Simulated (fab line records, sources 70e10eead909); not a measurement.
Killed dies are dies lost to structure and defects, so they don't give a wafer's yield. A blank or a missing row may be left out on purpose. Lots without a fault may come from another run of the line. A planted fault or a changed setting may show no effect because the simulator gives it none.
Which tool did it? | flow nand_harc | 24 lots, 72 wafers sampled, at 6 steps of a route of 1302

WHAT THE GAUGES READ, wafer by wafer
NHARC_P_M2_INSPECT_11. Usual: raw_defect_count 4.6, standard deviation 2.9.
lot  | measured     | on                | raw_defect_count | flag
L074 | day 6 08:53  | defect_inspect-02 | 6 1 3            |
L075 | day 6 19:40  | defect_inspect-02 | 9 3 10           |
L076 | day 7 09:39  | defect_inspect-01 | 6 7 12           |
L077 | day 7 19:49  | defect_inspect-01 | 4 4 2            |
L078 | day 8 06:03  | defect_inspect-01 | 4 2 2            |
L079 | day 8 11:42  | defect_inspect-02 | 0 3 2            |
L080 | day 8 17:43  | defect_inspect-02 | 9 5 1            |
L081 | day 9 07:23  | defect_inspect-02 | 4 7 10           |
L082 | day 9 22:23  | defect_inspect-02 | 1 1 5            |
L083 | day 10 04:20 | defect_inspect-02 | 2 7 2            |
L084 | day 10 20:13 | defect_inspect-01 | 1 3 3            |
L085 | day 10 21:23 | defect_inspect-01 | 2 2 5            |
L086 | day 11 06:41 | defect_inspect-01 | 5 2 5            |
L087 | day 11 21:09 | defect_inspect-02 | 7 3 4            |
L089 | day 12 13:19 | defect_inspect-02 | 0 2 4            |
L088 | day 12 14:01 | defect_inspect-01 | 7 3 6            |
L090 | day 12 23:27 | defect_inspect-01 | 1 5 5            |
L091 | day 13 10:04 | defect_inspect-01 | 5 4 3            |
L092 | day 13 19:02 | defect_inspect-02 | 4 3 10           |
L093 | day 14 11:40 | defect_inspect-02 | 3 4 5            |
L094 | day 14 17:35 | defect_inspect-01 | 7 9 8            |
L095 | day 15 04:40 | defect_inspect-01 | 4 3 2            |
L096 | day 15 16:53 | defect_inspect-01 | 5 2 2            |
L097 | day 16 00:16 | defect_inspect-01 | 2 4 2            |

NHARC_P_M2_THK_MEAS_24: measures by xrf. Usual: thk_nm 144.7 nm, standard deviation 1.3.
lot  | measured     | on            | thk_nm (nm)       | flag
L074 | day 6 11:22  | film_metro-01 | 141.8 144.3 142.8 |
L075 | day 6 22:10  | film_metro-01 | 143.0 144.8 144.0 |
L076 | day 7 12:10  | film_metro-01 | 146.0 144.3 144.6 |
L077 | day 7 22:20  | film_metro-02 | 144.5 143.6 144.6 |
L078 | day 8 08:31  | film_metro-01 | 146.5 144.1 144.4 |
L079 | day 8 14:11  | film_metro-02 | 146.0 146.2 146.2 |
L080 | day 8 20:12  | film_metro-01 | 145.7 144.0 143.0 |
L081 | day 9 09:51  | film_metro-02 | 145.2 144.5 144.2 |
L082 | day 10 00:56 | film_metro-01 | 142.1 145.4 143.4 |
L083 | day 10 07:19 | film_metro-02 | 143.0 144.7 145.9 |
L084 | day 10 22:42 | film_metro-02 | 146.2 145.1 146.1 |
L085 | day 10 23:53 | film_metro-02 | 143.2 143.9 143.6 |
L086 | day 11 09:39 | film_metro-01 | 145.2 144.6 142.9 |
L087 | day 11 23:37 | film_metro-01 | 145.1 143.5 145.1 |
L089 | day 12 15:48 | film_metro-02 | 144.8 145.9 146.5 |
L088 | day 12 16:29 | film_metro-01 | 145.4 143.4 145.2 |
L090 | day 13 01:56 | film_metro-02 | 144.6 144.9 145.2 |
L091 | day 13 12:31 | film_metro-02 | 143.9 144.6 144.6 |
L092 | day 13 21:31 | film_metro-02 | 143.7 144.2 146.1 |
L093 | day 14 14:09 | film_metro-01 | 145.6 148.6 143.2 |
L094 | day 14 20:09 | film_metro-02 | 141.8 142.3 143.8 |
L095 | day 15 07:08 | film_metro-01 | 145.5 144.0 145.4 |
L096 | day 15 19:23 | film_metro-02 | 144.8 144.3 146.2 |
L097 | day 16 02:46 | film_metro-02 | 142.3 144.7 142.5 |

WHICH TOOL RAN EACH LOT (tool, then ch and the chambers of the sampled wafers, then the start)
lot  | NHARC_P_M1_PRE_CLEAN_32         | NHARC_P_M2_ETCH_35                 | NHARC_P_M2_ETCH_15                            | NHARC_P_M2_STRIP_18
L074 | pecvd-01 ch 0,1,2, day 6 07:25  | rie_diel-10 ch 0,2,3, day 6 09:01  | rie_diel-10 ch 0,1,2, day 6 09:19 or earlier  | rie_diel-12 ch 0,2,3, day 6 09:19
L075 | pecvd-04 ch 1,2, day 6 18:13    | rie_diel-03 ch 2,3, day 6 19:49    | rie_diel-03 ch 1,3, day 6 20:07 or earlier    | rie_diel-12 ch 0,1, day 6 20:07
L076 | pecvd-04 ch 0,2, day 7 08:14    | rie_diel-12 ch 0,1, day 7 09:48    | rie_diel-12 ch 0,2,3, day 7 10:07 or earlier  | rie_diel-03 ch 0,1,2, day 7 10:07
L077 | pecvd-01 ch 0,1,2, day 7 18:24  | rie_diel-12 ch 0,3, day 7 19:58    | rie_diel-12 ch 0,1,2, day 7 20:18 or earlier  | rie_diel-12 ch 0,2,3, day 7 20:18
L078 | pecvd-01 ch 0,1, day 8 04:35    | rie_diel-12 ch 0,2,3, day 8 06:11  | rie_diel-12 ch 2,3, day 8 06:29 or earlier    | rie_diel-03 ch 1,2, day 8 06:29
L079 | pecvd-04 ch 0,1,2, day 8 10:17  | rie_diel-12 ch 1,3, day 8 11:51    | rie_diel-12 ch 1,3, day 8 12:10 or earlier    | rie_diel-12 ch 0,3, day 8 12:10
L080 | pecvd-01 ch 0,2, day 8 16:16    | rie_diel-03 ch 1,2,3, day 8 17:52  | rie_diel-03 ch 0,1, day 8 18:10 or earlier    | rie_diel-12 ch 2,3, day 8 18:10
L081 | pecvd-02 ch 0,1, day 9 05:56    | rie_diel-03 ch 1,2,3, day 9 07:31  | rie_diel-03 ch 0,1,3, day 9 07:49 or earlier  | rie_diel-12 ch 1,2,3, day 9 07:49
L082 | pecvd-01 ch 1,2, day 9 20:58    | rie_diel-10 ch 1,2,3, day 9 22:32  | rie_diel-10 ch 1,2,3, day 9 22:54 or earlier  | rie_diel-03 ch 1,2,3, day 9 22:54
L083 | pecvd-01 ch 0,1, day 10 03:01   | rie_diel-03 ch 1,2, day 10 04:29   | rie_diel-03 ch 0,1,3, day 10 04:49 or earlier | rie_diel-10 ch 0,2,3, day 10 04:49
L084 | pecvd-01 ch 0,2, day 10 18:51   | rie_diel-10 ch 0,2,3, day 10 20:23 | rie_diel-10 ch 0,1, day 10 20:43 or earlier   | rie_diel-03 ch 0,1,3, day 10 20:43
L085 | pecvd-04 ch 0,1, day 10 19:58   | rie_diel-03 ch 0,1,3, day 10 21:32 | rie_diel-03 ch 1,2,3, day 10 21:49 or earlier | rie_diel-03 ch 0,2,3, day 10 21:49
L086 | pecvd-01 ch 0,1,2, day 11 05:23 | rie_diel-12 ch 0,2,3, day 11 06:52 | rie_diel-12 ch 1,2, day 11 07:37 or earlier   | rie_diel-03 ch 0,1, day 11 07:37
L087 | pecvd-01 ch 0,1,2, day 11 19:52 | rie_diel-10 ch 0,2,3, day 11 21:18 | rie_diel-10 ch 1,2, day 11 21:35 or earlier   | rie_diel-03 ch 0,1, day 11 21:35
L089 | pecvd-02 ch 0,1, day 12 11:52   | rie_diel-10 ch 1,2,3, day 12 13:27 | rie_diel-10 ch 0,1,3, day 12 13:45 or earlier | rie_diel-03 ch 0,1,2, day 12 13:45
L088 | pecvd-02 ch 0,1,2, day 12 12:34 | rie_diel-10 ch 1,2,3, day 12 14:09 | rie_diel-10 ch 0,1,2, day 12 14:28 or earlier | rie_diel-03 ch 1,2,3, day 12 14:28
L090 | pecvd-01 ch 1,2, day 12 22:01   | rie_diel-12 ch 0,2, day 12 23:36   | rie_diel-12 ch 0,1,3, day 12 23:53 or earlier | rie_diel-10 ch 0,1, day 12 23:53
L091 | pecvd-01 ch 0,1,2, day 13 08:44 | rie_diel-12 ch 1,2,3, day 13 10:13 | rie_diel-12 ch 0,2,3, day 13 10:30 or earlier | rie_diel-03 ch 0,1,3, day 13 10:30
L092 | pecvd-04 ch 1,2, day 13 17:36   | rie_diel-12 ch 0,1,2, day 13 19:11 | rie_diel-12 ch 0,1,2, day 13 19:31 or earlier | rie_diel-10 ch 0,1,3, day 13 19:31
L093 | pecvd-02 ch 0,1,2, day 14 10:22 | rie_diel-03 ch 0,2,3, day 14 11:50 | rie_diel-03 ch 0,1,3, day 14 12:08 or earlier | rie_diel-12 ch 0,1,2, day 14 12:08
L094 | pecvd-02 ch 0,2, day 14 16:10   | rie_diel-03 ch 0,2,3, day 14 17:44 | rie_diel-03 ch 0,2,3, day 14 18:04 or earlier | rie_diel-12 ch 2,3, day 14 18:04
L095 | pecvd-02 ch 0,1,2, day 15 03:13 | rie_diel-03 ch 0,1,2, day 15 04:49 | rie_diel-03 ch 0,3, day 15 05:10 or earlier   | rie_diel-12 ch 1,2,3, day 15 05:10
L096 | pecvd-01 ch 0,1, day 15 15:26   | rie_diel-12 ch 0,1,2, day 15 17:01 | rie_diel-12 ch 0,2,3, day 15 17:20 or earlier | rie_diel-03 ch 0,2,3, day 15 17:20
L097 | pecvd-01 ch 0,1,2, day 15 22:56 | rie_diel-03 ch 0,1,2, day 16 00:24 | rie_diel-03 ch 1,2, day 16 00:44 or earlier   | rie_diel-12 ch 0,3, day 16 00:44
- NHARC_P_M1_PRE_CLEAN_32: time 12 s.
- NHARC_P_M2_ETCH_35: etches the open film in N2/H2, target depth 40 nm, overetch 12 nm, time 43.94 s.
- NHARC_P_M2_ETCH_15: etches the open film in C4F8/Ar, target depth 182.5 nm, time 91.2 s.
- NHARC_P_M2_STRIP_18: strips in N2/H2.

WHAT THE TOOLS THEMSELVES READ (means of the sampled wafers that have a number; where no wafer has one, the mark that the record gives instead)
NHARC_P_M1_PRE_CLEAN_32. Usual: heater_power_w 578 W, standard deviation 49.
lot  | tool     | heater_power_w (W) | flag
L074 | pecvd-01 | 584                |
L075 | pecvd-04 | 598                |
L076 | pecvd-04 | 545                |
L077 | pecvd-01 | 542                |
L078 | pecvd-01 | 558                |
L079 | pecvd-04 | 585                |
L080 | pecvd-01 | 587                |
L081 | pecvd-02 | 591                |
L082 | pecvd-01 | 531                |
L083 | pecvd-01 | 561                |
L084 | pecvd-01 | 588                |
L085 | pecvd-04 | 585                |
L086 | pecvd-01 | 575                |
L087 | pecvd-01 | 605                |
L089 | pecvd-02 | 623                |
L088 | pecvd-02 | 571                |
L090 | pecvd-01 | 579                |
L091 | pecvd-01 | 578                |
L092 | pecvd-04 | 586                |
L093 | pecvd-02 | 626                |
L094 | pecvd-02 | 574                |
L095 | pecvd-02 | 576                |
L096 | pecvd-01 | 637                |
L097 | pecvd-01 | 624                |

NHARC_P_M2_ETCH_35. Usual: drypump_motor_current_A 5.7 A, standard deviation 0.49; oes_product_au 1.002 a.u., standard deviation 0.0076; rf_vpp_V 431.3 V, standard deviation 2.1; showerhead_plenum_p_Torr 2.07 Torr, standard deviation 0.069; throttle_valve_pct 14.171 %, standard deviation 0.0083.
lot  | tool        | drypump_motor_current_A (A) | oes_product_au (a.u.) | rf_vpp_V (V) | showerhead_plenum_p_Torr (Torr) | throttle_valve_pct (%) | flag
L074 | rie_diel-10 | 5.9                         | 1.015                 | 433.2        | 2.12                            | 14.165                 |
L075 | rie_diel-03 | 5.1                         | 1.003                 | 431.0        | 2.05                            | 14.175                 |
L076 | rie_diel-12 | 5.5                         | 0.998                 | 431.1        | 2.05                            | 14.175                 |
L077 | rie_diel-12 | 5.8                         | 1.007                 | 429.9        | 2.04                            | 14.168                 |
L078 | rie_diel-12 | 5.7                         | 0.992                 | 429.6        | 2.01                            | 14.169                 |
L079 | rie_diel-12 | 6.0                         | 1.000                 | 430.7        | 2.06                            | 14.164                 |
L080 | rie_diel-03 | 5.4                         | 1.005                 | 432.2        | 2.08                            | 14.171                 |
L081 | rie_diel-03 | 5.4                         | 1.005                 | 431.7        | 2.08                            | 14.175                 |
L082 | rie_diel-10 | 5.7                         | 1.007                 | 429.9        | 2.05                            | 14.173                 |
L083 | rie_diel-03 | 5.8                         | 1.003                 | 433.2        | 2.12                            | 14.170                 |
L084 | rie_diel-10 | 5.9                         | 1.008                 | 432.5        | 2.12                            | 14.171                 |
L085 | rie_diel-03 | 5.6                         | 1.003                 | 432.5        | 2.12                            | 14.179                 |
L086 | rie_diel-12 | 5.7                         | 0.996                 | 429.5        | 2.01                            | 14.176                 |
L087 | rie_diel-10 | 5.9                         | 1.010                 | 432.0        | 2.12                            | 14.175                 |
L089 | rie_diel-10 | 5.7                         | 0.996                 | 430.5        | 2.05                            | 14.165                 |
L088 | rie_diel-10 | 5.7                         | 1.001                 | 431.6        | 2.05                            | 14.165                 |
L090 | rie_diel-12 | 5.3                         | 0.996                 | 428.2        | 1.99                            | 14.178                 |
L091 | rie_diel-12 | 5.8                         | 0.988                 | 430.8        | 2.03                            | 14.173                 |
L092 | rie_diel-12 | 5.4                         | 0.997                 | 430.5        | 2.03                            | 14.178                 |
L093 | rie_diel-03 | 5.3                         | 1.001                 | 432.1        | 2.10                            | 14.172                 |
L094 | rie_diel-03 | 5.3                         | 1.004                 | 432.2        | 2.10                            | 14.169                 |
L095 | rie_diel-03 | 5.7                         | 1.008                 | 433.7        | 2.14                            | 14.166                 |
L096 | rie_diel-12 | 5.4                         | 0.998                 | 430.3        | 2.03                            | 14.173                 |
L097 | rie_diel-03 | 5.7                         | 0.997                 | 432.9        | 2.14                            | 14.162                 |

NHARC_P_M2_ETCH_15. Usual: oes_product_au 0.940 a.u., standard deviation 0.018; rf_vpp_V 441.7 V, standard deviation 2.2.
lot  | tool        | oes_product_au (a.u.) | rf_vpp_V (V) | flag
L074 | rie_diel-10 | 0.937                 | 442.7        |
L075 | rie_diel-03 | 0.926                 | 442.4        |
L076 | rie_diel-12 | 0.960                 | 440.5        |
L077 | rie_diel-12 | 0.965                 | 440.5        |
L078 | rie_diel-12 | 0.929                 | 440.3        |
L079 | rie_diel-12 | 0.959                 | 441.3        |
L080 | rie_diel-03 | 0.925                 | 445.0        |
L081 | rie_diel-03 | 0.928                 | 443.4        |
L082 | rie_diel-10 | 0.929                 | 441.0        |
L083 | rie_diel-03 | 0.926                 | 442.4        |
L084 | rie_diel-10 | 0.929                 | 441.0        |
L085 | rie_diel-03 | 0.927                 | 441.3        |
L086 | rie_diel-12 | 0.927                 | 439.3        |
L087 | rie_diel-10 | 0.969                 | 440.8        |
L089 | rie_diel-10 | 0.930                 | 441.4        |
L088 | rie_diel-10 | 0.951                 | 441.5        |
L090 | rie_diel-12 | 0.963                 | 440.4        |
L091 | rie_diel-12 | 0.971                 | 439.7        |
L092 | rie_diel-12 | 0.966                 | 440.4        |
L093 | rie_diel-03 | 0.932                 | 442.9        |
L094 | rie_diel-03 | 0.925                 | 442.2        |
L095 | rie_diel-03 | 0.929                 | 443.5        |
L096 | rie_diel-12 | 0.923                 | 440.2        |
L097 | rie_diel-03 | 0.932                 | 442.8        |

NHARC_P_M2_STRIP_18. Usual: drypump_motor_current_A 5.6 A, standard deviation 0.49; oes_product_au 1.002 a.u., standard deviation 0.0074; rf_vpp_V 90.9 V, standard deviation 0.92; showerhead_plenum_p_Torr 2.07 Torr, standard deviation 0.071; throttle_valve_pct 14.172 %, standard deviation 0.0098.
lot  | tool        | drypump_motor_current_A (A) | oes_product_au (a.u.) | rf_vpp_V (V) | showerhead_plenum_p_Torr (Torr) | throttle_valve_pct (%) | flag
L074 | rie_diel-12 | 5.7                         | 0.995                 | 90.6         | 2.01                            | 14.174                 |
L075 | rie_diel-12 | 5.5                         | 0.994                 | 90.1         | 2.05                            | 14.167                 |
L076 | rie_diel-03 | 5.7                         | 0.998                 | 91.5         | 2.14                            | 14.184                 |
L077 | rie_diel-12 | 5.7                         | 0.994                 | 91.4         | 2.01                            | 14.181                 |
L078 | rie_diel-03 | 5.5                         | 1.004                 | 91.2         | 2.10                            | 14.167                 |
L079 | rie_diel-12 | 6.1                         | 1.001                 | 91.2         | 2.03                            | 14.178                 |
L080 | rie_diel-12 | 5.6                         | 0.998                 | 91.7         | 1.99                            | 14.170                 |
L081 | rie_diel-12 | 5.8                         | 0.999                 | 90.5         | 2.03                            | 14.169                 |
L082 | rie_diel-03 | 5.4                         | 0.997                 | 90.6         | 2.08                            | 14.176                 |
L083 | rie_diel-10 | 5.9                         | 1.011                 | 90.9         | 2.12                            | 14.183                 |
L084 | rie_diel-03 | 5.6                         | 1.006                 | 91.6         | 2.12                            | 14.166                 |
L085 | rie_diel-03 | 5.3                         | 1.003                 | 91.2         | 2.10                            | 14.168                 |
L086 | rie_diel-03 | 5.8                         | 1.004                 | 91.2         | 2.18                            | 14.178                 |
L087 | rie_diel-03 | 5.8                         | 1.012                 | 90.7         | 2.18                            | 14.166                 |
L089 | rie_diel-03 | 5.7                         | 1.004                 | 91.8         | 2.14                            | 14.165                 |
L088 | rie_diel-03 | 5.4                         | 1.005                 | 90.6         | 2.08                            | 14.185                 |
L090 | rie_diel-10 | 5.8                         | 1.000                 | 90.4         | 2.04                            | 14.166                 |
L091 | rie_diel-03 | 5.6                         | 1.004                 | 91.6         | 2.12                            | 14.180                 |
L092 | rie_diel-10 | 5.6                         | 1.007                 | 91.1         | 2.08                            | 14.178                 |
L093 | rie_diel-12 | 5.4                         | 1.010                 | 90.8         | 2.03                            | 14.166                 |
L094 | rie_diel-12 | 6.1                         | 0.993                 | 89.9         | 2.01                            | 14.169                 |
L095 | rie_diel-12 | 5.8                         | 0.996                 | 90.1         | 2.03                            | 14.166                 |
L096 | rie_diel-03 | 5.3                         | 1.002                 | 91.3         | 2.10                            | 14.163                 |
L097 | rie_diel-12 | 6.1                         | 0.998                 | 90.9         | 2.03                            | 14.171                 |

THE ANSWER, worked out from the rows above alone
Rule: a lot is off if the mean of its wafers that have a number lies more than 3 standard deviations from the usual mean. A lot without any number at a reading at which 4 lots or more have one is off too. The other lots that the step has rows for count as sound. The gauges are gone through in route order, then the tools' own readings, and for those a lot's mean is taken as printed above. The first step at which some lot is off is used, and at that step the reading that is off furthest; a lot without a number counts as furthest.
No lot is off at any reading shown: from this, nothing can be told.

WHAT THE SIMULATOR HAD PUT IN
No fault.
